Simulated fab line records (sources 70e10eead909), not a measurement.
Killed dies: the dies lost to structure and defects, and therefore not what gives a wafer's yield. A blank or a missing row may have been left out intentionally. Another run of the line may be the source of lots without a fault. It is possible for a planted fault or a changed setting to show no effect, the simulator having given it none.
A lot that was struck, set against a sound lot	flow nandHarc	13 out of 1302 route steps
Sound: these wafers, L793.2, L793.3, L793.4. Struck: wafers L797.3, L797.5, L797.6. The cause comes at the end.
For every step that has rows: the tool of each side, followed by ch and its chambers, followed by its first start. Under that, the readings that differ: sound wafers	struck wafers	difference of the means	sigmas: that difference in standard deviations of wafers without a fault.
alike: a reading whose means differ by less than 2 such deviations, as well as words and numbers matching on both sides. not compared: withheld readings; readings where some wafer has no value; bounds like >300 that might hide an equal value; numbers whose values overlap and for which the record gives no deviation.
The two part at a step that has a row with sigmas, a row that says differs or no value, or rows on one side only. When numbers do not overlap yet have no deviation, they are printed without sigmas and do not part them. Lack of a reading on every wafer of one side parts them only where that side has two or more wafers.

NHARC_A_ONON_D1_THK_MEAS_21: measures by ellipsometry.
  sound on filmMetro-01 at day 14 04:29; struck on filmMetro-01 at day 15 12:44
  alike: thkNm
then, 1 step without rows for these wafers: NHARC_A_ONON_D1_DEP_22 (target thk 1000 nm).
NHARC_A_ONON_D1_THK_MEAS_24: measures by ellipsometry.
  sound on filmMetro-02 at day 14 05:03; struck on filmMetro-01 at day 15 13:18
  alike: thkNm
then, 1 step without rows for these wafers: NHARC_A_ONON_D1_DEP_25 (target thk 1000 nm).
NHARC_A_ONON_D1_THK_MEAS_27: measures by ellipsometry.
  sound on filmMetro-01 at day 14 05:37; struck on filmMetro-01 at day 15 13:53
  alike: thkNm
then, 1 step without rows for these wafers: NHARC_A_ONON_D1_DEP_28 (target thk 1000 nm).
NHARC_A_ONON_D1_THK_MEAS_30: measures by ellipsometry.
  sound on filmMetro-02 at day 14 06:11; struck on filmMetro-02 at day 15 14:26
  alike: thkNm
NHARC_A_ONON_D1_DEP_33: deposits SiO2, target thk 200 nm.
  sound on pecvd-04 ch 1,2, day 14 06:14; struck on pecvd-04 ch 0,1,2, day 15 14:32
  alike: heaterPowerW, mfcPrecursorSccm, rfFwdPowerW, showerheadVppV, throttleValvePct
NHARC_A_ONON_D1_THK_MEAS_34: measures by ellipsometry.
  sound on filmMetro-02 at day 14 06:40; struck on filmMetro-02 at day 15 14:55
  alike: thkNm
NHARC_A_ONON_D1_INSPECT_32:
  sound on defectInspect-02 at day 14 06:43; struck on defectInspect-02 at day 15 14:58
  alike: rawDefectCount
NHARC_A_CHANNEL_HOLE_D1_DEP_00: deposits aC, target thk 3100 nm.
  sound on aclDep-02 ch 0, day 14 07:40; struck on aclDep-02 ch 0, day 15 18:14
  alike: throttleValvePct
NHARC_A_CHANNEL_HOLE_D1_DEP_01: deposits SiON, target thk 140 nm.
  sound on pecvd-03 ch 1,2, day 14 09:17; struck on pecvd-04 ch 0,1,2, day 15 19:33
reading	sound	struck	difference	sigmas
rfFwdPowerW (W)	349.7 348.2 350.1	294.1 291.3 293.3	-56.4	-47
  alike: heaterPowerW, showerheadVppV
then, 1 step without rows for these wafers: NHARC_A_CHANNEL_HOLE_D1_DEHYDRATE_02 (time 120 s).

== WHERE THEY PART ==
Within this record, at NHARC_A_CHANNEL_HOLE_D1_DEP_01 only.

WHY: whatever the simulator had introduced
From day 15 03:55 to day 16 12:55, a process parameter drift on pecvd-04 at NHARC_A_CHANNEL_HOLE_D1_DEP_01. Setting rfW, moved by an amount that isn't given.
